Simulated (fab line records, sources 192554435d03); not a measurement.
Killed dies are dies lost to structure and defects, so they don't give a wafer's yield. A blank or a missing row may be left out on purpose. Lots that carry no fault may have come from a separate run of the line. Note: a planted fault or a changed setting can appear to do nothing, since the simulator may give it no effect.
What tool caused it? -- flow n5Finfet -- 10 lots with 27 wafers sampled at 5 steps, on a route of 1938 steps

WHAT THE GAUGES SHOWED, per wafer
N5_PASSIVATION_CD_MEAS_30: the cd target is 4000 nm.
lot,measured,on,cdNm (nm)
L936,day 14 08:19,cdSem-03,3998.5 3998.9 3998.6
L938,day 14 12:49,cdSem-02,3998.5 3999.2 4000.9
L940,day 15 11:45,cdSem-01,4001.5 3999.1 3998.4
L942,day 15 16:09,cdSem-02,4003.7 4005.0 4003.2
L945,day 16 09:46,cdSem-01,3999.7 4003.0 4003.0
L946,day 17 01:58,cdSem-03,3943.6 3943.9
L949,day 17 06:43,cdSem-01,3945.5 3942.3
L948,day 17 12:11,cdSem-02,3944.0 3943.1
L952,day 19 00:49,cdSem-01,4002.0 3999.6 3999.7
L953,day 19 00:06,cdSem-03,4003.1 4004.0 4000.7

WHAT TOOL EACH LOT RAN ON (gives the tool, then ch and the chambers of the sampled wafers, and finally the start)
lot,N5_MIM_BOT_LITHO_DESCUM_10,N5_PASSIVATION_VIA_ETCH_13,N5_PASSIVATION_SPUTTER_20,N5_PASSIVATION_EXPOSE_27
L936,"rieDiel-05 ch 0,1,2, day 14 05:02","rieDiel-04 ch 1,3, day 14 06:57","pvdSputter-02, day 14 07:38","krfScanner-01 ch 0, day 14 08:09"
L938,"rieDiel-06 ch 0,2,3, day 14 10:02","rieDiel-04 ch 0,1,3, day 14 11:38","pvdSputter-02, day 14 12:14","krfScanner-02 ch 0, day 14 12:39"
L940,"rieDiel-05 ch 1,2, day 15 06:22","rieDiel-03 ch 1,2, day 15 08:02","pvdSputter-01, day 15 11:02","krfScanner-01 ch 0, day 15 11:35"
L942,"rieDiel-05 ch 0,1,3, day 15 12:51","rieDiel-03 ch 1,2, day 15 14:56","pvdSputter-03, day 15 15:27","krfScanner-02 ch 0, day 15 15:58"
L945,"rieDiel-06 ch 0,1, day 16 05:29","rieDiel-04 ch 2,3, day 16 07:40","pvdSputter-01, day 16 09:04","krfScanner-01 ch 0, day 16 09:37"
L946,"rieDiel-01 ch 0,1, day 16 20:23","rieDiel-03 ch 2,3, day 17 00:45","pvdSputter-03, day 17 01:23","krfScanner-01 ch 0, day 17 01:47"
L949,"rieDiel-05 ch 0,1, day 17 03:23","rieDiel-03 ch 3, day 17 05:00","pvdSputter-01, day 17 06:01","krfScanner-01 ch 0, day 17 06:33"
L948,"rieDiel-06 ch 0,2, day 17 08:10","rieDiel-04 ch 0,3, day 17 11:00","pvdSputter-01, day 17 11:30","krfScanner-01 ch 0, day 17 12:01"
L952,"rieDiel-01 ch 0,1, day 18 18:57","rieDiel-03 ch 1,2, day 18 23:04","pvdSputter-02, day 19 00:12","krfScanner-02 ch 0, day 19 00:38"
L953,"rieDiel-06 ch 1,2,3, day 18 19:11","rieDiel-04 ch 1,2,3, day 18 22:42","pvdSputter-01, day 18 23:31","krfScanner-02 ch 0, day 18 23:55"
- N5_MIM_BOT_LITHO_DESCUM_10: chemistry O2, time 7.9 s.
- N5_PASSIVATION_VIA_ETCH_13: etches SiO2 in CHF3/O2, target depth 660 nm, time 330 s.
- N5_PASSIVATION_SPUTTER_20: material TaN, target thk 50 nm.
- N5_PASSIVATION_EXPOSE_27: exposes mask PAD, defocus 0 nm.

THE ANSWER, worked out from the rows above alone
Rule: what is usual is taken from the lots themselves. Put in order of their means at a reading, lots are off if they are a third of the lots or fewer, leave a main group of 4 or more, and stand apart from it by a gap of 3 or more times the standard deviation of the main group's means; of several such gaps the widest counts. A main group is skipped when, at the precision printed for the reading in the tables above, its means are all equal. A lot without any number at a reading at which 4 lots or more have one is off too. Any other lot the step has rows for is counted as sound.
Off at N5_PASSIVATION_CD_MEAS_30 (cdNm): L946, L949, L948. The main group has a mean of 4001.0 nm with a standard deviation of 1.8.
If a tool, at a process step before that reading, ran all the lots that are off and no sound lot after the first of them, it fits. Gauges at N5_PASSIVATION_CD_MEAS_30: tried the same way as those tools. One fits: krfScanner-01 at N5_PASSIVATION_EXPOSE_27. A fault onset in the window from L945 (day 16 09:37, its last sound lot) to L946 (day 17 01:47, its first lot off) fits.

WHAT WAS PUT IN BY THE SIMULATOR
Process parameter drift: krfScanner-01, from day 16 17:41 on, at N5_PASSIVATION_EXPOSE_27. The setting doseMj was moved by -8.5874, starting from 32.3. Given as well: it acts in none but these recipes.
Shown lots that were struck: L946, L949, L948. Same finding as the rule above.
